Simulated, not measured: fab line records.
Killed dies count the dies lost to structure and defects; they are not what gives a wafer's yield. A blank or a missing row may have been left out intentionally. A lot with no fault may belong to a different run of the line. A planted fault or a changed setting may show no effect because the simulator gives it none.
The tool behind it: which one?    flow nandHarc    12 lots with 36 wafers sampled at 5 steps, on a route of 1302 steps

## WHAT THE GAUGES READ, wafer by wafer
NHARC_P_STI_INSPECT_11.
lot   measured      on                rawDefectCount
L119  day 3 16:41   defectInspect-01  5 8 8
L120  day 4 03:17   defectInspect-01  4 7 5
L121  day 4 13:35   defectInspect-01  5 6 12
L123  day 5 10:21   defectInspect-02  2 2 7
L125  day 6 08:39   defectInspect-02  2 5 6
L126  day 6 19:32   defectInspect-02  2 4 3
L127  day 7 03:49   defectInspect-02  6 8 2
L134  day 9 22:55   defectInspect-01  8 3 5
L135  day 10 08:46  defectInspect-01  10 5 8
L136  day 10 17:25  defectInspect-01  7 4 6
L139  day 12 03:16  defectInspect-01  6 5 4
L140  day 12 14:07  defectInspect-02  7 5 4

NHARC_P_STI_OCD_MEAS_17.
lot   measured      on      trenchDepthNm (nm)  trenchFootCdNm (nm)
L119  day 3 17:23   ocd-02  297 302 306         161.7 159.8 159.6
L120  day 4 03:59   ocd-01  303 306 292         156.5 156.3 160.0
L121  day 4 14:19   ocd-02  304 299 305         158.0 155.6 158.1
L123  day 5 11:02   ocd-01  306 306 297         152.9 160.3 158.9
L125  day 6 09:21   ocd-02  298 297 298         156.5 157.8 162.1
L126  day 6 20:12   ocd-02  303 306 301         155.8 157.8 158.6
L127  day 7 04:29   ocd-02  306 301 301         158.2 163.9 160.2
L134  day 9 23:37   ocd-01  305 297 300         157.9 161.3 158.2
L135  day 10 09:25  ocd-01  307 305 299         157.0 157.7 154.9
L136  day 10 18:05  ocd-02  297 296 294         156.8 157.1 159.2
L139  day 12 03:55  ocd-01  301 297 297         154.5 157.3 157.9
L140  day 12 14:47  ocd-02  297 300 298         155.1 158.1 157.1

NHARC_END_SORT_01.
lot   measured      on         killedAtArray  killedAtOther  killedAtPeriphery  killedDies  killedOpen  killedShort
L127  day 29 00:11  prober-02  42             1              8                  51          3           2

## WHICH TOOL RAN EACH LOT (tool, then ch and the chambers of the sampled wafers, then the start)
lot   NHARC_P_STI_ETCH_42                NHARC_P_GATE_DESCUM_48
L119  rieDiel-10 ch 0,3, day 3 16:56     rieDiel-01 ch 0,1,3, day 6 11:00
L120  rieDiel-10 ch 0,2,3, day 4 03:31   rieDiel-08 ch 1,2, day 6 19:17
L121  rieDiel-06 ch 1,3, day 4 13:49     rieDiel-01 ch 0,1, day 7 08:46
L123  rieDiel-06 ch 0,2, day 5 10:34     rieDiel-08 ch 1,2, day 8 02:17
L125  rieDiel-06 ch 1,2, day 6 08:53     rieDiel-03 ch 0,3, day 9 04:11
L126  rieDiel-06 ch 1,2, day 6 19:46     rieDiel-03 ch 1,2,3, day 9 14:15
L127  rieDiel-06 ch 0,1,2, day 7 04:02   rieDiel-01 ch 1,2, day 10 06:06
L134  rieDiel-10 ch 0,2,3, day 9 23:08   rieDiel-01 ch 1,3, day 12 19:10
L135  rieDiel-06 ch 1,2, day 10 08:59    rieDiel-01 ch 0,2, day 13 00:15
L136  rieDiel-10 ch 0,2,3, day 10 17:38  rieDiel-08 ch 0,1,3, day 13 11:09
L139  rieDiel-06 ch 0,1,2, day 12 03:29  rieDiel-08 ch 1,2,3, day 14 20:11
L140  rieDiel-06 ch 0,1,3, day 12 14:22  rieDiel-01 ch 0,1,3, day 15 12:20
- NHARC_P_STI_ETCH_42: etches the open film in N2/H2, target depth 80 nm, overetch 24 nm, time 61 s.
- NHARC_P_GATE_DESCUM_48: chemistry O2, time 3 s.

## AS READ BY THE TOOLS THEMSELVES (means over the sampled wafers that have a number; for cases with no such wafer, the mark the record gives instead)
NHARC_P_STI_ETCH_42.
lot   tool        drypumpMotorCurrentA (A)  h2FlowSccm (sccm)  oesProductAu (a.u.)  rfVppV (V)  runLengthS (s)  showerheadPlenumPTorr (Torr)  throttleValvePct (%)
L119  rieDiel-10  5.8                       149.2              1.004                432.1       82.3            2.11                          14.174
L120  rieDiel-10  5.8                       149.9              1.001                431.4       82.3            2.10                          14.168
L121  rieDiel-06  5.9                       149.6              1.001                432.3       82.7            2.11                          14.163
L123  rieDiel-06  5.9                       149.9              1.016                432.2       82.4            2.11                          14.179
L125  rieDiel-06  5.9                       150.4              1.003                432.7       76.9            2.12                          14.164
L126  rieDiel-06  5.5                       149.9              1.002                433.1       71.7            2.12                          14.167
L127  rieDiel-06  5.9                       150.3              1.005                432.8       77.0            2.12                          14.176
L134  rieDiel-10  5.9                       149.9              1.002                431.7       82.1            2.09                          14.174
L135  rieDiel-06  5.5                       150.2              0.999                432.8       81.6            2.12                          14.179
L136  rieDiel-10  5.8                       150.2              0.992                431.1       82.5            2.09                          14.177
L139  rieDiel-06  5.9                       149.6              1.004                432.0       82.2            2.11                          14.162
L140  rieDiel-06  6.1                       149.7              0.994                432.5       82.7            2.11                          14.174

NHARC_P_GATE_DESCUM_48.
lot   tool        drypumpMotorCurrentA (A)  oesProductAu (a.u.)  rfVppV (V)  showerheadPlenumPTorr (Torr)  throttleValvePct (%)
L119  rieDiel-01  5.3                       1.004                58.2        1.92                          11.316
L120  rieDiel-08  5.2                       1.004                58.2        1.94                          11.309
L121  rieDiel-01  5.1                       1.008                58.7        1.94                          11.311
L123  rieDiel-08  5.2                       1.005                57.2        1.90                          11.304
L125  rieDiel-03  5.6                       0.998                57.6        1.88                          11.320
L126  rieDiel-03  5.9                       1.004                58.0        1.98                          11.313
L127  rieDiel-01  5.7                       1.006                58.4        1.97                          11.318
L134  rieDiel-01  5.5                       0.998                57.6        1.89                          11.307
L135  rieDiel-01  5.5                       1.011                59.0        1.99                          11.307
L136  rieDiel-08  5.5                       1.011                57.5        1.89                          11.306
L139  rieDiel-08  5.5                       1.002                58.0        1.95                          11.305
L140  rieDiel-01  5.3                       1.006                57.3        1.91                          11.313

## THE ANSWER, worked out from the rows above alone
Rule: the usual values come from the lots themselves. Put in order of their means at a reading, lots are off if they are a third of the lots or fewer, leave a main group of 4 or more, and stand apart from it by a gap of 3 or more times the standard deviation of the main group's means; of several such gaps the widest counts. A main group is skipped when, at the precision printed for the reading in the tables above, its means are all equal. Also off: a lot with no number at a reading for which 4 or more lots have one. Where the step has rows for the other lots, those lots are counted as sound. The gauges are gone through in route order, then the tools' own readings, and for those a lot's mean is taken as printed above. At the first step where some lot is off, the reading lying furthest off is the one used; lots without a number count as furthest.
Off, at NHARC_P_STI_ETCH_42 on runLengthS: L125, L126, L127. The main group: mean 82.3 s, standard deviation 0.32.
A tool fits if, at that step or a process step before it, it ran every lot that is off, and no sound lot after the first of them. No candidate that was tried fits.

## WHAT THE SIMULATOR HAD INSERTED
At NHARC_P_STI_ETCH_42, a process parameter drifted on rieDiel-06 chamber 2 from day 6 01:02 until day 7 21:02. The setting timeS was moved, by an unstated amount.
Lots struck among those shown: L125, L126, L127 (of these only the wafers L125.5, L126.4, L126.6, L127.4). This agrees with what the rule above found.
